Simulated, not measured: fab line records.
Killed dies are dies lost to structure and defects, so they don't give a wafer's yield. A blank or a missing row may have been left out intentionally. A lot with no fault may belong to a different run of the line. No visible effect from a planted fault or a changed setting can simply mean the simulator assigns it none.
fab line records    flow nand_harc
[record] lots = 11  wafers = 33  last_day = 26
route steps=1159 shown P_BONDPAD@376 A_ZERO_WELL@401 A_CHANNEL_HOLE_D1@460 END@1159
lots that met no fault: taken from a fault-free run of the same line
start_h: hours from the record's first day to the start of the lot's first wafer shown    wait_h: hours elapsed since this lot's preceding step    " repeats the value in the row above    L1.1+2: a row that stands for several wafers    - no value present, or no start provided    * or withheld: withheld    < > ~ a bound
route shown NAME@n: names a module that has steps shown in the file, with the first one's number in the route    usual: mean/standard deviation of fault-free wafers    same: alike in all rows    chamber/n: place in a boat    sites: the reading at each site    _std_site: standard deviation of those values    _edge_site: mean of outer sites minus mean of inner sites    radius_mm: for every site, how far away it sits from the centre of the wafer    mask NAME#n: copy n    behind: the last tool/chamber to shape the wafer    hold: what put the lot on hold/how long, in hours/how the hold closed    device: transistor that didn't switch, given as n, p or np    end of line: the tests these same wafers got at the end of their route    a step with no rows: only its recipe    killed: dies that structure and defects cost at the first sort, which is not the same as the wafer's yield    map: per-die view of a wafer (x killed, . not killed, _ where there is no die)
set.NAME: the setting that was run; set.NAME@STEP: the one run at that earlier step    model.NAME: the simulator's own value behind a step, which no gauge read
steps of the route over a sample of lots; a table a step, a row a wafer
services: the hour from which a tool's chamber was out of use, counted from the record's first day as start_h (under 0 if before that day), plus the number of hours and why
[[steps]]
[step NHARC_P_BONDPAD_PVD_17]
[recipe] target_thk_a = 50  bias_v = 168.6  power_w = 15000  chamber_pressure_pa = 0.12  time_s = 8.06  substrate_temp_c = 50  material = TaN
[usual] cathode_dc_power_W = 15000/2.7  throttle_valve_pct = 30.2/1.1
lot.wafer  tool            chamber  start_h  wait_h  cathode_dc_power_W  throttle_valve_pct
L230.3     pvd_sputter-03  -        -        -       15007               29.8
L230.1     "               -        "        "       14996               30.5
L230.6     "               -        "        "       14998               29.9
L231.3     pvd_sputter-03  -        -        -       14996               28.9
L231.4     "               -        "        "       14997               30.3
L231.5     "               -        "        "       15001               31.1
L232.3     pvd_sputter-02  -        -        -       14996               28.4
L232.1     "               -        "        "       15004               30.3
L232.6     "               -        "        "       14995               28.2
L235.3     pvd_sputter-02  -        -        -       14995               30.1
L235.4     "               -        "        "       15005               28.2
L235.2     "               -        "        "       14994               30.0
L240.1     pvd_sputter-02  -        -        -       14999               29.0
L240.3     "               -        "        "       15004               30.4
L240.6     "               -        "        "       15000               28.5
L241.4     pvd_sputter-03  -        -        -       15000               31.0
L241.3     "               -        "        "       15002               30.1
L241.6     "               -        "        "       14995               30.1
L246.1     pvd_sputter-03  -        -        -       14998               30.9
L246.3     "               -        "        "       15001               30.2
L246.6     "               -        "        "       15001               31.1
L247.4     pvd_sputter-03  -        -        -       14997               31.1
L247.3     "               -        "        "       14999               30.5
L247.5     "               -        "        "       15002               30.8
L250.4     pvd_sputter-03  -        -        -       15000               29.4
L250.1     "               -        "        "       14996               30.1
L250.6     "               -        "        "       15001               29.4
L251.2     pvd_sputter-01  -        -        -       14999               32.3
L251.1     "               -        "        "       15001               29.0
L251.4     "               -        "        "       15004               31.6
L252.3     pvd_sputter-03  -        -        -       14999               30.3
L252.5     "               -        "        "       14997               30.4
L252.6     "               -        "        "       14994               31.1
[step NHARC_A_ZERO_WELL_CD_MEAS_10]
[recipe] target_cd_nm = 2000  landing_energy_ev = 500
[usual] cd_nm = 1999.6/2.2
lot.wafer  tool       chamber  start_h  wait_h  cd_nm
L230.1     cd_sem-03  0        133.89   -       1999.1
L230.3     "          0        "        "       1999.7
L230.6     "          0        "        "       2000.2
L231.3     cd_sem-02  0        142.96   -       1997.4
L231.4     "          0        "        "       2000.8
L231.5     "          0        "        "       2004.2
L232.1     cd_sem-01  0        143.47   -       1997.7
L232.3     "          0        "        "       1995.5
L232.6     "          0        "        "       1997.8
L235.2     cd_sem-02  0        165.51   -       2001.2
L235.3     "          0        "        "       2001.8
L235.4     "          0        "        "       2003.4
L240.1     cd_sem-02  0        196.22   -       1997.7
L240.3     "          0        "        "       1997.9
L240.6     "          0        "        "       2002.5
L241.3     cd_sem-03  0        208.65   -       1999.9
L241.4     "          0        "        "       2002.6
L241.6     "          0        "        "       1998.3
L246.1     cd_sem-03  0        233.38   -       1998.6
L246.3     "          0        "        "       1997.8
L246.6     "          0        "        "       1998.8
L247.3     cd_sem-03  0        242.16   -       1999.3
L247.4     "          0        "        "       2001.3
L247.5     "          0        "        "       1997.5
L250.1     cd_sem-01  0        247.35   -       2002.0
L250.4     "          0        "        "       2001.2
L250.6     "          0        "        "       1998.8
L251.1     cd_sem-01  0        258.48   -       2001.8
L251.2     "          0        "        "       1998.5
L251.4     "          0        "        "       2002.8
L252.3     cd_sem-01  0        264.32   -       2000.3
L252.5     "          0        "        "       1998.6
L252.6     "          0        "        "       2000.3
[step NHARC_A_CHANNEL_HOLE_D1_PEB_08]
[recipe] peb_temp_c = 100  peb_time_s = 65
[usual] exhaust_pa = 45.0/0.91  heater_power_total_W = 156.6/0.43  plate_temp_C = 99.99/0.13
lot.wafer  tool            chamber  start_h  wait_h  exhaust_pa  heater_power_total_W  plate_temp_C
L230.1     litho_track-04  0        176.82   0.1     44.1        156.9                 100.17
L230.3     "               0        "        "       45.0        156.1                 99.97
L230.6     "               0        "        "       45.2        156.0                 99.93
L232.1     litho_track-06  0        182.82   0.1     44.1        157.1                 100.23
L232.3     "               0        "        "       45.1        157.0                 100.09
L232.6     "               0        "        "       44.0        157.0                 100.03
L231.3     litho_track-04  0        182.98   0.0     46.1        156.0                 99.90
L231.4     "               0        "        "       45.6        157.0                 100.00
L231.5     "               0        "        "       45.4        157.1                 99.98
L235.2     litho_track-06  0        203.57   0.1     44.9        157.2                 100.14
L235.3     "               0        "        "       46.6        156.8                 100.26
L235.4     "               0        "        "       45.7        157.1                 99.86
L240.1     litho_track-06  0        238.38   0.1     44.4        182.5                 111.78
L240.3     "               0        "        "       44.3        182.8                 111.92
L240.6     "               0        "        "       44.1        182.8                 112.05
L241.3     litho_track-06  0        249.93   0.0     45.9        181.7                 111.84
L241.4     "               0        "        "       44.1        182.5                 111.68
L241.6     "               0        "        "       45.6        182.9                 111.78
L246.1     litho_track-04  0        271.04   0.1     44.3        156.1                 99.98
L246.3     "               0        "        "       46.0        156.3                 100.05
L246.6     "               0        "        "       43.7        157.1                 100.09
L247.3     litho_track-04  0        280.09   0.0     44.7        157.1                 99.88
L247.4     "               0        "        "       44.3        156.6                 100.02
L247.5     "               0        "        "       44.3        156.8                 100.12
L250.1     litho_track-04  0        286.02   0.1     44.5        156.7                 99.87
L250.4     "               0        "        "       44.3        156.7                 100.02
L250.6     "               0        "        "       44.5        156.3                 99.94
L251.1     litho_track-04  0        299.00   0.1     44.0        156.1                 99.91
L251.2     "               0        "        "       44.3        156.3                 99.92
L251.4     "               0        "        "       44.4        157.2                 99.92
L252.3     litho_track-04  0        305.27   0.0     45.2        156.0                 99.96
L252.5     "               0        "        "       46.1        157.2                 99.89
L252.6     "               0        "        "       45.2        157.2                 99.87
[step NHARC_A_CHANNEL_HOLE_D1_CD_MEAS_10]
[recipe] target_cd_nm = 100  landing_energy_ev = 500
[usual] cd_nm = 99.8/0.61
lot.wafer  tool       chamber  start_h  wait_h  cd_nm
L230.1     cd_sem-01  0        176.90   -       100.5
L230.3     "          0        "        "       99.9
L230.6     "          0        "        "       99.4
L232.1     cd_sem-02  0        182.90   -       99.8
L232.3     "          0        "        "       99.8
L232.6     "          0        "        "       99.5
L231.3     cd_sem-01  0        183.06   -       99.9
L231.4     "          0        "        "       99.4
L231.5     "          0        "        "       100.0
L235.2     cd_sem-02  0        203.65   -       99.1
L235.3     "          0        "        "       98.8
L235.4     "          0        "        "       99.2
L240.1     cd_sem-03  0        238.46   -       126.7
L240.3     "          0        "        "       126.1
L240.6     "          0        "        "       124.9
L241.3     cd_sem-03  0        250.02   -       120.4
L241.4     "          0        "        "       120.0
L241.6     "          0        "        "       120.4
L246.1     cd_sem-01  0        271.12   -       100.0
L246.3     "          0        "        "       100.5
L246.6     "          0        "        "       99.7
L247.3     cd_sem-02  0        280.18   -       98.9
L247.4     "          0        "        "       100.1
L247.5     "          0        "        "       99.5
L250.1     cd_sem-01  0        286.10   -       99.5
L250.4     "          0        "        "       100.5
L250.6     "          0        "        "       100.7
L251.1     cd_sem-02  0        299.08   -       99.1
L251.2     "          0        "        "       100.1
L251.4     "          0        "        "       99.5
L252.3     cd_sem-01  0        305.35   -       99.6
L252.5     "          0        "        "       99.4
L252.6     "          0        "        "       100.5
[step NHARC_A_CHANNEL_HOLE_D1_ETCH_26]
[recipe] bias_v = 300  source_w = 2000  pressure_mtorr = 30  time_s = 224.1  ar_flow_sccm = 375  c4f8_flow_sccm = 11.4  o2_flow_sccm = 113.6  temp_c = -20  target_depth_a = 3000  chemistry = C4F8/O2/Ar
[usual] drypump_motor_current_A = 5.9/0.46  showerhead_plenum_p_Torr = 3.78/0.14  throttle_valve_pct = 24.582/0.0091
lot.wafer  tool         chamber  start_h  wait_h  drypump_motor_current_A  rf_hours_counter_h  showerhead_plenum_p_Torr  throttle_valve_pct
L230.1     har_etch-01  0        182.08   0.7     5.5                      189                 3.83                      24.597
L230.3     "            1        "        "       5.6                      -                   3.88                      24.577
L230.6     "            0        "        "       5.5                      -                   3.83                      24.576
L232.1     har_etch-02  1        188.09   0.6     6.7                      103                 3.93                      24.590
L232.3     "            0        "        "       5.7                      -                   3.56                      24.578
L232.6     "            1        "        "       6.7                      -                   3.93                      24.571
L231.4     har_etch-01  1        188.71   0.5     5.6                      -                   3.88                      24.566
L231.3     "            0        "        "       5.5                      -                   3.82                      24.578
L231.5     "            0        "        "       5.5                      -                   3.82                      24.568
L235.2     har_etch-02  0        209.07   0.6     5.7                      115                 3.55                      24.584
L235.3     "            1        "        "       6.6                      -                   3.92                      24.591
L235.4     "            0        "        "       5.7                      -                   3.55                      24.576
L240.1     har_etch-01  0        243.65   0.6     5.5                      215                 3.81                      24.582
L240.3     "            0        "        "       5.5                      -                   3.81                      24.565
L240.6     "            1        "        "       5.6                      -                   3.86                      24.581
L241.3     har_etch-01  0        258.15   0.5     5.5                      -                   3.81                      24.595
L241.4     "            1        "        "       5.6                      -                   3.86                      24.577
L241.6     "            1        "        "       5.6                      -                   3.86                      24.604
L246.1     har_etch-02  0        276.52   0.6     5.7                      145                 3.54                      24.598
L246.3     "            0        "        "       5.7                      -                   3.54                      24.579
L246.6     "            0        "        "       5.7                      -                   3.54                      24.592
L247.3     har_etch-01  0        285.41   0.5     5.5                      -                   3.80                      24.582
L247.4     "            1        "        "       5.6                      -                   3.85                      24.568
L247.5     "            0        "        "       5.5                      -                   3.80                      24.575
L250.1     har_etch-02  0        291.28   0.6     5.7                      149                 3.53                      24.578
L250.4     "            1        "        "       6.6                      -                   3.90                      24.587
L250.6     "            1        "        "       6.6                      -                   3.90                      24.575
L251.2     har_etch-01  1        304.87   0.7     5.6                      244                 3.85                      24.587
L251.1     "            0        "        "       5.5                      244                 3.79                      24.577
L251.4     "            0        "        "       5.5                      -                   3.79                      24.581
L252.3     har_etch-02  1        310.78   0.5     6.6                      -                   3.90                      24.579
L252.5     "            1        "        "       6.6                      -                   3.90                      24.574
L252.6     "            0        "        "       5.7                      -                   3.53                      24.584
[step NHARC_A_CHANNEL_HOLE_D1_CD_MEAS_30]
[usual] cd_nm = 90.5/1.5
lot.wafer  tool       chamber  start_h  wait_h  cd_nm
L230.1     cd_sem-02  -        183.99   -       90.0
L230.3     "          -        "        "       91.3
L230.6     "          -        "        "       91.1
L232.1     cd_sem-02  -        189.80   -       92.2
L232.3     "          -        "        "       88.9
L232.6     "          -        "        "       88.8
L231.3     cd_sem-01  -        190.38   -       88.9
L231.4     "          -        "        "       91.3
L231.5     "          -        "        "       88.6
L235.2     cd_sem-01  -        211.24   -       90.4
L235.3     "          -        "        "       90.9
L235.4     "          -        "        "       90.8
L240.1     cd_sem-03  -        245.36   -       118.4
L240.3     "          -        "        "       118.9
L240.6     "          -        "        "       113.1
L241.3     cd_sem-02  -        259.89   0.1     109.9
L241.4     "          -        "        "       113.2
L241.6     "          -        "        "       110.4
L246.1     cd_sem-03  -        278.23   -       91.8
L246.3     "          -        "        "       92.2
L246.6     "          -        "        "       92.6
L247.3     cd_sem-02  -        287.09   -       89.3
L247.4     "          -        "        "       88.1
L247.5     "          -        "        "       90.1
L250.1     cd_sem-03  -        293.02   -       91.7
L250.4     "          -        "        "       90.3
L250.6     "          -        "        "       92.3
L251.1     cd_sem-02  -        306.61   -       87.7
L251.2     "          -        "        "       91.5
L251.4     "          -        "        "       89.3
L252.3     cd_sem-01  -        312.92   -       92.5
L252.5     "          -        "        "       89.6
L252.6     "          -        "        "       92.1
[step NHARC_A_CHANNEL_HOLE_D1_XSEM_31]
[recipe] landing_energy_ev = 35000
[usual] bot_cd_nm = 75.0/1.5  bow_nm = 8.69/0.25  tilt_deg = 0.09/0.05
lot.wafer  tool     chamber  start_h  wait_h  bot_cd_nm  bow_nm  tilt_deg
L230.1     xsem-01  0        184.08   0.1     74.1       8.53    0.10
L230.3     "        0        "        "       74.8       8.54    0.10
L230.6     "        0        "        "       74.8       8.47    0.10
L232.1     xsem-02  0        189.90   0.1     77.4       8.77    -0.03
L232.3     "        0        "        "       73.9       8.78    -0.03
L232.6     "        0        "        "       73.6       8.80    -0.03
L231.3     xsem-01  0        190.47   0.1     72.6       8.67    0.10
L231.4     "        0        "        "       75.6       8.75    0.10
L231.5     "        0        "        "       73.6       8.71    0.10
L235.2     xsem-01  0        211.33   0.1     74.6       8.70    0.10
L235.3     "        0        "        "       75.7       8.78    0.10
L235.4     "        0        "        "       75.1       8.76    0.10
L240.1     xsem-02  0        245.45   0.1     102.4      8.69    0.10
L240.3     "        0        "        "       103.3      8.67    0.10
L240.6     "        0        "        "       97.8       8.70    0.10
L241.3     xsem-01  0        259.97   0.1     94.2       8.49    0.09
L241.4     "        0        "        "       98.3       8.46    0.09
L241.6     "        0        "        "       94.4       8.51    0.09
L246.1     xsem-02  0        278.32   0.1     76.3       8.28    0.16
L246.3     "        0        "        "       77.2       8.23    0.16
L246.6     "        0        "        "       77.4       8.34    0.16
L247.3     xsem-01  0        287.18   0.1     74.4       9.09    0.09
L247.4     "        0        "        "       73.0       9.12    0.09
L247.5     "        0        "        "       74.5       9.12    0.09
L250.1     xsem-02  0        293.11   0.1     74.9       8.32    0.02
L250.4     "        0        "        "       73.4       8.38    0.02
L250.6     "        0        "        "       75.7       8.45    0.02
L251.1     xsem-01  0        306.69   0.1     72.3       8.43    0.19
L251.2     "        0        "        "       76.7       8.41    0.19
L251.4     "        0        "        "       73.7       8.37    0.19
L252.3     xsem-01  0        313.01   0.1     75.9       8.82    0.02
L252.5     "        0        "        "       73.7       8.76    0.02
L252.6     "        0        "        "       75.5       8.73    0.02
[step NHARC_END_SORT_01]
[recipe] temp_c = 25
[usual] killed_at_array = 27/12  killed_at_other = 0.9/1.1  killed_at_periphery = 3.2/2.4  killed_dies = 31/12  killed_open = 3.3/1.7  killed_short = 2.0/1.6
[same] gross_dies = 677
lot.wafer  tool       chamber  start_h  wait_h  killed_at_array  killed_at_other  killed_at_periphery  killed_dies  killed_open  killed_short
L240.1     prober-02  0        571.25   2.5     669              1                5                    675          6            6
L240.3     prober-02  0        572.85   3.1     590              1                2                    593          1            1
L240.6     prober-02  0        575.24   4.0     597              4                9                    610          7            3
L241.3     prober-02  0        580.63   3.1     530              0                1                    531          1            4
L241.4     prober-02  0        581.44   3.4     288              1                5                    294          5            1
L241.6     prober-02  0        583.05   4.0     392              3                4                    399          5            2
// killed by level:class
L240.1 A_CHANNEL_HOLE_D1:area_peb=618 A_CHANNEL_HOLE_D1:chamber_film_flake=18 A_SLIT:chamber_film_flake=16 P_ZERO_WELL:chamber_film_flake=3 A_WL_FILL:chamber_film_flake=3 P_CONTACT:geometric_particle:open=2 A_ONON_D1:geometric_particle:short=2 A_WL_FILL:geometric_particle:short=2
L240.3 A_CHANNEL_HOLE_D1:area_peb=555 A_CHANNEL_HOLE_D1:chamber_film_flake=19 A_SLIT:chamber_film_flake=10 A_CONTACT:chamber_film_flake=5 P_GATE:geometric_particle:open=1 A_CHANNEL_FILL_D1:geometric_particle:short=1 P_ZERO_WELL:chamber_film_flake=1 HYBRID_BOND:chamber_film_flake=1
L240.6 A_CHANNEL_HOLE_D1:area_peb=556 A_CHANNEL_HOLE_D1:chamber_film_flake=14 A_SLIT:chamber_film_flake=12 P_ZERO_WELL:chamber_film_flake=8 A_CONTACT:chamber_film_flake=4 THIN_TSV:chamber_film_flake=4 A_SGD_CUT:geometric_particle:open=2 A_WL_FILL:geometric_particle:open=2
L241.3 A_CHANNEL_HOLE_D1:area_peb=489 A_CHANNEL_HOLE_D1:chamber_film_flake=17 A_SLIT:chamber_film_flake=14 A_CONTACT:chamber_film_flake=2 A_ONON_D1:geometric_particle:short=1 A_SGD_CUT:geometric_particle:short=1 A_WL_FILL:geometric_particle:open=1 A_WL_FILL:geometric_particle:short=1
L241.4 A_CHANNEL_HOLE_D1:area_peb=248 A_CHANNEL_HOLE_D1:chamber_film_flake=18 A_SLIT:chamber_film_flake=13 A_CONTACT:geometric_particle:open=2 A_CHANNEL_FILL_D1:chamber_film_flake=2 A_CONTACT:chamber_film_flake=2 P_GATE:geometric_particle:open=1 A_ONON_D1:geometric_particle:open=1
L241.6 A_CHANNEL_HOLE_D1:area_peb=345 A_CHANNEL_HOLE_D1:chamber_film_flake=18 A_SLIT:chamber_film_flake=16 A_STAIRCASE:chamber_film_flake=5 A_CONTACT:chamber_film_flake=3 A_M1:geometric_particle:open=2 P_M2:chamber_film_flake=2 P_M0:geometric_particle:open=1
[[services]]
tool            chamber  start_h  hours  kind
litho_track-06  -        117.00   7.0    pm
litho_track-04  -        141.00   7.0    pm
pvd_sputter-01  -        158.02   10.0   pm
pvd_sputter-02  -        171.65   6.4    repair
pvd_sputter-02  -        214.00   10.0   pm
har_etch-01     -        226.55   1.2    repair
pvd_sputter-03  -        271.25   5.6    repair
pvd_sputter-03  -        280.02   10.0   pm
litho_track-06  -        292.00   7.0    pm
xsem-02         -        302.00   14.0   pm
har_etch-01     -        305.26   17.0   pm
har_etch-01     0        305.26   17.0   vent_cycle
har_etch-01     1        305.26   17.0   vent_cycle
[[key]]
[first_sign] step = NHARC_A_CHANNEL_HOLE_D1_PEB_08  reading = plate_temp_C  direction = up  sigmas = 92  usual = *  struck = *
[effect] step = NHARC_A_CHANNEL_HOLE_D1_PEB_08  reading = heater_power_total_W  direction = up  sigmas = 60  usual = *  struck = *
[effect] step = NHARC_A_CHANNEL_HOLE_D1_CD_MEAS_10  reading = cd_nm  direction = up  sigmas = 38  usual = 99.8  struck = 123.1  through = control_loop
[effect] step = NHARC_A_CHANNEL_HOLE_D1_CD_MEAS_30  reading = cd_nm  direction = up  sigmas = 16  usual = 90.5  struck = 114.0  through = control_loop
[effect] step = NHARC_A_CHANNEL_HOLE_D1_XSEM_31  reading = bot_cd_nm  direction = up  sigmas = 16  usual = 75.0  struck = 98.4  through = control_loop
[effect] step = NHARC_END_SORT_01  reading = killed_dies  direction = up  sigmas = 42  usual = 31  struck = 517
[more_kills_born_at] NHARC_A_CHANNEL_HOLE_D1_PEB_08@litho_track-06 = 2811
met_at NHARC_A_CHANNEL_HOLE_D1_PEB_08
struck_lots L240,L241
later_rows_left_out L240.1,L240.3,L240.6,L241.3,L241.6
tester_left_out L240,L241
[loop_trim] step = NHARC_A_CHANNEL_HOLE_D1_EXPOSE_07  setting = dose  lots = L241
not_acting_at NHARC_P_BONDPAD_PVD_17,NHARC_A_ZERO_WELL_CD_MEAS_10,NHARC_A_CHANNEL_HOLE_D1_ETCH_26
onset_between 203.57 238.38
[fault] kind = process_parameter_drift  tool = litho_track-06  chamber = -  onset_h = 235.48  steps = NHARC_A_CHANNEL_HOLE_D1_PEB_08  channel = peb_temp_c  offset = *  shape = step  end_h = 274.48  acts_in = *  stated = *
// tester_left_out: of these lots the tester's yield and bins aren't shown, on N5 and GAA mostly nor the transistor test; their killed dies are dies lost to structure and defects alone, not to doping, threshold or leakage, so they don't give the yield
// later_rows_left_out: the simulator's readings of these wafers behind a module that went badly wrong aren't trusted and aren't shown, but for the sort
// loop_trim: a control loop set the setting to another value than it would have without faults
